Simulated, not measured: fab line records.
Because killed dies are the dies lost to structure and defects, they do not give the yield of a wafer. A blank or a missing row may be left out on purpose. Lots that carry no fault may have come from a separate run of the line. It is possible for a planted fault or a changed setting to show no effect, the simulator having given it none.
A lot that was struck, set against a sound lot	flow n5Finfet	15 out of 1938 route steps
Sound: the wafers L731.1, L731.2, L731.4. Struck: wafers L747.2, L747.5, L747.6. The cause is given at the end.
At each step with rows: each side's tool, then ch and its chambers, then its first start. Under that, the readings that differ: sound wafers	struck wafers	difference of the means	sigmas: that difference in standard deviations of wafers without a fault.
alike: words and numbers the same on both sides, and readings whose means are apart by under 2 such deviations; not compared: readings that were withheld, readings missing a value for some wafer, numbers with overlapping values and no deviation given by the record, and bounds like >300 which may hide the same value.
Wherever a step has rows on one side only, a row that says differs or no value, or a row with sigmas, the two part there. Non-overlapping numbers with no deviation appear without sigmas and do not part them. A reading that every wafer of one side lacks parts them only if that side has two wafers or more.

first, 1 step without rows for these wafers: N5_HKMG_FIN_WET_ETCH_18 (etches TiN in SC1, time 55 s, target depth 5.2 nm, rinse time 30 s).
N5_HKMG_FIN_STRIP_19: strips in N2/H2, time 360 s.
  sound on plasmaAsher-01 ch 0,1, day 5 15:27; struck on plasmaAsher-01 ch 0,1, day 9 19:19
  alike: drypumpMotorCurrentA, h2FlowSccm, heaterPowerW, n2FlowSccm
  not compared: rfHoursCounterH
N5_HKMG_FIN_ALD_91: deposits TiN, target thk 1 nm, pulse time 1 s, purge time 3 s.
  sound on aldMetal-01 ch 0,2, day 5 15:50; struck on aldMetal-02 ch 0,1,2, day 9 19:42
  alike: heaterPowerW, precursorPulseHeightRel
then, 1 step without rows for these wafers: N5_HKMG_FIN_COAT_85 (time 60 s, resist thk 300 nm).
N5_HKMG_FIN_ETCH_86: etches SOC in N2/H2, stops on TiN, target depth 393.2 nm.
  sound on rieDiel-05 ch 0,1,3, day 5 16:10; struck on rieDiel-05 ch 0,1,2, day 9 20:16
  alike: drypumpMotorCurrentA, n2FlowSccm, oesProductAu, rfVppV, showerheadPlenumPTorr, throttleValvePct
  not compared: rfHoursCounterH
N5_HKMG_FIN_STRIP_89: strips SOC in N2/H2, time 20 s.
  sound on rieDiel-05 ch 0,1,3, day 5 16:14; struck on rieDiel-05 ch 0,1,2, day 9 20:20
  alike: biasPowerW, chamberPressureMTorr, drypumpMotorCurrentA, n2FlowSccm, oesProductAu, rfVppV, showerheadPlenumPTorr, throttleValvePct
  not compared: rfHoursCounterH
then, 2 steps without rows for these wafers: N5_HKMG_FIN_WET_ETCH_87 (etches TiN in SC1, time 154.2 s, target depth 4.7 nm, rinse time 30 s); N5_HKMG_FIN_STRIP_88 (strips in N2/H2, time 360 s).
N5_HKMG_FIN_NWFM_ALD_20: deposits TiAlC, target thk 2 nm, pulse time 3 s, purge time 2 s.
  sound on aldMetal-02 ch 0,1,3, day 5 17:01; struck on aldMetal-01 ch 1,2, day 9 20:55
  alike: heaterPowerW, precursorPulseHeightRel
then, 3 steps without rows for these wafers: N5_HKMG_FIN_ALD_71 (deposits TiN, target thk 1 nm, pulse time 1 s, purge time 3 s); N5_HKMG_FIN_COAT_66 (time 60 s, resist thk 300 nm); N5_HKMG_FIN_ETCH_67 (etches SOC in N2/H2, stops on TiN, target depth 388.9 nm).
N5_HKMG_FIN_STRIP_90: strips SOC in N2/H2, time 20 s.
  sound on rieDiel-03 ch 1,2,3, day 5 17:32; struck on rieDiel-05 ch 0,2,3, day 9 21:26
  no value came back on the struck wafers for any of 9 readings (biasPowerW (W), chamberPressureMTorr (mTorr) and others); on the sound wafers biasPowerW (W) reads 7.989 8.034 8.004
then, 1 step without rows for these wafers: N5_HKMG_FIN_WET_ETCH_73 (etches the open film in SC1, time 42.3 s, target depth 1.3 nm, rinse time 30 s).
-- record jumps: 5 days separate the struck wafers' starts on either side; left off in module HKMG_FIN, taken up again in module BEOL_M4, whose first shown step is the route's number 1111 --
N5_BEOL_M4_RC_MEAS_101:
  sound on prober-02 ch 0, day 10 13:08; struck on prober-02 ch 0, day 14 15:51
reading	sound	struck	difference	sigmas
DIBL_P (mV/V)	36.2 34.4 32.9	37.5 37.1 37.9	+3.0	+2
  alike: DIBL_N, IOFF_N, IOFF_P, ION_N, ION_P, SS_N, SS_P, VT_N, VT_P

## WHERE THEY PART
At N5_HKMG_FIN_STRIP_90 first; at N5_BEOL_M4_RC_MEAS_101 last (within this record only).

WHY: the cause the simulator had injected
Beginning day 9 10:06, the whole step at N5_HKMG_FIN_STRIP_90 was skipped on rieDiel-05. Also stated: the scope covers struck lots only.
